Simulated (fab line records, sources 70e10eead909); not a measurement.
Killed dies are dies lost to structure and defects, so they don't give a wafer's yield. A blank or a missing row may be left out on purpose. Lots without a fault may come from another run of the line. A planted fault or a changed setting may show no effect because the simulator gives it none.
Chamber matching | flow nand_harc | NHARC_THIN_TSV_DEP_47 on pecvd-03: 3 sister chambers
The step deposits SiO2, target thk 200 nm. 3 wafers are shown with their chamber, then 7 later ones without.

WAFERS WITH THEIR CHAMBER
wafer  | chamber | throttle_valve_pct (%)
L084.4 | 0       | 15.9
L095.1 | 2       | 15.2
L095.2 | 1       | 15.9

WAFERS WITHOUT THEIR CHAMBER
wafer  | throttle_valve_pct (%)
L095.4 | 15.5
L096.1 | 15.0
L096.3 | 15.7
L096.6 | 16.0
L097.1 | 16.2
L097.2 | 15.6
L097.5 | 16.1

WHICH CHAMBER EACH WENT THROUGH
wafer  | from the rows above          | in truth
L095.4 | can't be placed: 2 or 0 or 1 | 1
L096.1 | 2                            | 2
L096.3 | can't be placed: 0 or 1 or 2 | 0
L096.6 | can't be placed: 0 or 1      | 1
L097.1 | can't be placed: 0 or 1      | 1
L097.2 | can't be placed: 0 or 1 or 2 | 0
L097.5 | can't be placed: 0 or 1      | 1
Placed correctly: 1 of 7. Can't be placed from these rows: 6 (the true chamber is among the candidates in 6). Placed wrongly: 0.
How it was worked out, from the rows above alone: a wafer's distance from a chamber is the root of the sum, over the readings, of the square of ((its reading less the chamber's mean) divided by the reading's scatter). The wafer belongs to the nearest chamber; if the next one is less than 2 further off, it can't be placed. A chamber's mean is the mean of its shown wafers. The scatter: with one shown wafer a chamber, the root of the mean of the squares of how far each hidden wafer lies from its nearest shown one.
